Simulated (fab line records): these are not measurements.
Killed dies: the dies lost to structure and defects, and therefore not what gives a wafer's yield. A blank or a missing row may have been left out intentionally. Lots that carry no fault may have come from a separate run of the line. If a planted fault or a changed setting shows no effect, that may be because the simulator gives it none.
Matching of chambers || flow n5-finfet || 4 sister chambers for N5_SDB_STRIP_21 on rie-diel-01
The step strips in CF4. 8 wafers are shown with their chamber, then 9 later ones without.

== EACH WAFER AND ITS CHAMBER ==
{"wafer": "L084.2", "chamber": 1, "showerhead-plenum-p-Torr (Torr)": 1.87, "drypump-motor-current-A (A)": 5.77}
{"wafer": "L085.3", "chamber": 0, "showerhead-plenum-p-Torr (Torr)": 1.76, "drypump-motor-current-A (A)": 6.08}
{"wafer": "L085.6", "chamber": 3, "showerhead-plenum-p-Torr (Torr)": 1.83, "drypump-motor-current-A (A)": 5.18}
{"wafer": "L087.2", "chamber": 3, "showerhead-plenum-p-Torr (Torr)": 1.82, "drypump-motor-current-A (A)": 5.18}
{"wafer": "L087.5", "chamber": 0, "showerhead-plenum-p-Torr (Torr)": 1.76, "drypump-motor-current-A (A)": 6.08}
{"wafer": "L091.1", "chamber": 2, "showerhead-plenum-p-Torr (Torr)": 1.70, "drypump-motor-current-A (A)": 6.03}
{"wafer": "L091.5", "chamber": 1, "showerhead-plenum-p-Torr (Torr)": 1.87, "drypump-motor-current-A (A)": 5.78}
{"wafer": "L091.6", "chamber": 2, "showerhead-plenum-p-Torr (Torr)": 1.70, "drypump-motor-current-A (A)": 6.02}

== WAFERS WHOSE CHAMBER IS MISSING ==
{"wafer": "L092.3", "showerhead-plenum-p-Torr (Torr)": 1.86, "drypump-motor-current-A (A)": 5.76}
{"wafer": "L092.4", "showerhead-plenum-p-Torr (Torr)": 1.70, "drypump-motor-current-A (A)": 6.00}
{"wafer": "L092.5", "showerhead-plenum-p-Torr (Torr)": 1.75, "drypump-motor-current-A (A)": 6.10}
{"wafer": "L093.1", "showerhead-plenum-p-Torr (Torr)": 1.75, "drypump-motor-current-A (A)": 6.11}
{"wafer": "L093.2", "showerhead-plenum-p-Torr (Torr)": 1.70, "drypump-motor-current-A (A)": 6.05}
{"wafer": "L093.5", "showerhead-plenum-p-Torr (Torr)": 1.75, "drypump-motor-current-A (A)": 6.11}
{"wafer": "L095.1", "showerhead-plenum-p-Torr (Torr)": 1.75, "drypump-motor-current-A (A)": 6.07}
{"wafer": "L095.3", "showerhead-plenum-p-Torr (Torr)": 1.86, "drypump-motor-current-A (A)": 5.73}
{"wafer": "L095.4", "showerhead-plenum-p-Torr (Torr)": 1.70, "drypump-motor-current-A (A)": 6.03}

== CHAMBER TAKEN BY EACH ==
{"wafer": "L092.3", "from the rows above": 1, "in truth": 1}
{"wafer": "L092.4", "from the rows above": 2, "in truth": 2}
{"wafer": "L092.5", "from the rows above": 0, "in truth": 0}
{"wafer": "L093.1", "from the rows above": 0, "in truth": 0}
{"wafer": "L093.2", "from the rows above": 2, "in truth": 2}
{"wafer": "L093.5", "from the rows above": 0, "in truth": 0}
{"wafer": "L095.1", "from the rows above": 0, "in truth": 0}
{"wafer": "L095.3", "from the rows above": 1, "in truth": 1}
{"wafer": "L095.4", "from the rows above": 2, "in truth": 2}
Correct placement for 9 of the 9. Left unplaced by these rows: 0. Placed wrongly: 0.
How it was worked out, from the rows above alone: a wafer's distance from a chamber is the root of the sum, over the readings, of the square of ((its reading less the chamber's mean) divided by the reading's scatter). If the next closest chamber is less than 2 further off than the closest, the wafer can't be placed; otherwise it belongs to the closest. The mean given for a chamber averages the wafers shown for that chamber. The scatter is the square root of a quotient: the sum, over the shown wafers, of each reading's squared deviation from its chamber's mean, divided by wafers minus chambers.
